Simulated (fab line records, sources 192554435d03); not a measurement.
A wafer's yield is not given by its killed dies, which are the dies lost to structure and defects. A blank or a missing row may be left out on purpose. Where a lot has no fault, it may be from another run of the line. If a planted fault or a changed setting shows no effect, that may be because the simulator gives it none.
Struck lot and sound lot, side by side	flow n5 finfet	33 steps out of a route of 1938
Sound: the wafers L299.2, L299.3, L299.5. Wafers struck: L307.1, L307.4, L307.6. The cause comes at the end.
For every step that has rows: the tool of each side, followed by ch and its chambers, followed by its first start. Under that, the readings that differ: sound wafers	struck wafers	difference of the means	sigmas: that difference in standard deviations of wafers without a fault.
alike: words and numbers the same on both sides, and readings whose means are apart by under 2 such deviations; not compared: readings that were withheld, readings missing a value for some wafer, numbers with overlapping values and no deviation given by the record, and bounds like >300 which may hide the same value.
A row with sigmas, a row that says differs or no value, or rows on one side alone: a step with any of these is where the two part. Non-overlapping numbers with no deviation appear without sigmas and do not part them. A reading missing from all wafers of one side parts the sides only when that side holds two or more wafers.

first, 10 steps without rows for these wafers: N5_SD_EPI_P_SRD_20 (time 30 s); N5_SD_EPI_P_PRECLEAN_51 (cleans in NF3:NH3, afs cycles 1, time 20 s, sublimation time 60 s); N5_SD_EPI_P_VAPOR_ETCH_44 (etches SiGe30 in NF3/Ar, time 3.3 s); N5_SD_EPI_P_EPI_21 (deposits SiGe:B, time 355 s); N5_SD_EPI_P_HM_STRIP_48 (strips SiNx in H3PO4, material SiNx, target depth 3 nm); N5_SD_EPI_P_SRD_49 (time 30 s); N5_SD_EPI_P_PRECLEAN_24 (cleans in O3/DIW, time 45 s); N5_SD_EPI_P_PRECLEAN_32 (cleans in dHF, time 10 s); N5_SD_EPI_P_PRECLEAN_33 (cleans in SC2, time 45 s); N5_SD_EPI_P_SRD_25 (time 30 s).
N5_SD_ACTIVATION_RTA_00: time 0 s.
  struck on rtp anneal-01, day 7 05:38; sound on rtp anneal-01 ch 0, day 5 02:58
  no value came back on the struck wafers for lamp power pct (%), lamp_zone_1_pct (%), wafer_temp_C_max; on the sound wafers lamp power pct (%) reads 8.98 8.94 8.97
then, 1 step without rows for these wafers: N5_SD_ACTIVATION_LSA_01 (time 0.0008 s).
N5_SD_ACTIVATION_RS_MEAS_03: measurement is done with a four-point probe.
  sound on film metro-02, day 5 03:21; struck on film metro-01, day 7 06:03
reading	sound	struck	difference	sigmas
RS_SD_N (ohm/sq)	21.61 21.86 22.16	24.93 24.66 24.49	+2.82	+11
RS_SD_P (ohm/sq)	57.3 57.3 57.5	61.8 60.4 62.2	+4.1	+5
then, 18 steps without rows for these wafers: N5_ILD0_LINER_00 (material SiNx, target thk 4 nm, pulse time 1 s, purge time 2 s); N5_ILD0_FCVD_FILL_01 (material SiO2 flowable, target thk 200 nm, time 328.3 s); N5_ILD0_CURE_02 (time 1800 s); N5_ILD0_CMP_03 (polishes, stops on SiNx, t overpolish 1.9 s, target thk 197.38 nm); N5_ILD0_CMP_07 (polishes SiO2 flowable, stops on poly-Si, t overpolish 1.18 s, target thk 138.88 nm); N5_ILD0_PRECLEAN_10 (cleans in NF3:NH3, afs cycles 5, time 20 s, sublimation time 60 s); N5_ILD0_ALD_15 (deposits SiNx, target thk 24 nm, pulse time 1 s, ald cycles 480); N5_ILD0_CMP_12 (polishes SiNx, stops on poly-Si, t overpolish 6 s, target thk 17.67 nm); N5_SDB_HM_DEP_00 (deposits SiNx from SiH4/NH3/N2, target thk 40 nm, time 35.3 s); N5_SDB_COAT_03 (time 60 s, resist thk 100 nm); N5_SDB_COAT_04 (time 60 s, resist thk 18 nm); N5_SDB_COAT_05 (resist thk 90 nm); N5_SDB_EBR_07; N5_SDB_SOFTBAKE_06 (time 60 s); N5_SDB_EXPOSE_08 (exposes mask SDB); N5_SDB_PEB_09 (peb time 60 s); N5_SDB_DEVELOP_10 (develop time 30 s); N5_SDB_DESCUM_16 (chemistry O2, time 7.9 s).
-- the record jumps here: 6 days lie between the struck wafers' starts before and after (it left off in module SDB and takes up again in module BEOL_M4, whose first step shown is number 1111 of the route) --
N5_BEOL_M4_RC_MEAS_101:
  sound on prober-02 ch 0, day 10 19:51; struck on prober-02 ch 0, day 13 11:27
reading	sound	struck	difference	sigmas
DIBL_N (mV/V)	37.9 34.0 38.6	29.9 26.2 27.4	-9.0	-4
DIBL_P (mV/V)	39.0 33.4 39.8	35.2 30.1 31.9	-5.0	-2
IOFF_N (nA/um)	0.19 0.13 0.23	0.08 0.05 0.06	-0.12	-3
IOFF_N_85C (nA/um)	3.8 2.6 4.2	1.8 1.3 1.4	-2.0	-4
IOFF_N_LIN (nA/um)	0.088 0.065 0.102	0.044 0.032 0.034	-0.048	-4
IOFF_P (nA/um)	0.27 0.17 0.29	0.16 0.11 0.12	-0.11	-3
IOFF_P_LIN (nA/um)	0.121 0.090 0.133	0.075 0.060 0.064	-0.048	-4
ION_N (uA/um)	677 679 692	589 563 571	-108	-8
ION_P (uA/um)	463 462 477	430 419 421	-44	-6
RC_DENSE_N (ohm.um)	18.7 18.0 19.1	20.8 21.4 21.5	+2.6	+5
RC_N (ohm.um)	15.3 14.6 15.5	16.9 17.4 17.6	+2.2	+5
REXT_N (ohm.um)	75.2 74.7 74.7	120.4 118.2 118.7	+44.2	+28
REXT_P (ohm.um)	103.2 102.0 102.9	133.0 131.4 131.2	+29.2	+11
RS_SD_N (ohm/sq)	28.4 28.6 29.0	31.8 31.6 31.3	+2.9	+9
RS_SD_P (ohm/sq)	67.1 67.4 67.0	71.3 70.5 71.8	+4.0	+4
VT_N (mV)	246 249 241	260 264 264	+17	+5
VT_N_LVT (mV)	96 99 93	111 115 113	+17	+5
VT_P (mV)	-249 -250 -245	-255 -261 -258	-10	-3
VT_P_LVT (mV)	-96.1 -101.5 -93.9	-105.1 -109.8 -107.7	-10.4	-4
  alike: SS_N, SS_P
-- a jump in the record: the struck wafers' starts before and after are 5 days apart (it breaks off in module BEOL_M4 and resumes in module PASSIVATION, where the first step shown is number 1936 of the route) --
N5_PASSIVATION_PROBE_49:
  rows exist in the record for the struck wafers here (prober-01, day 18 01:52), but not for the sound ones

WHERE THEY PART
First at N5_SD_ACTIVATION_RTA_00; last, within this record, at N5_PASSIVATION_PROBE_49.

WHY: the cause the simulator had injected
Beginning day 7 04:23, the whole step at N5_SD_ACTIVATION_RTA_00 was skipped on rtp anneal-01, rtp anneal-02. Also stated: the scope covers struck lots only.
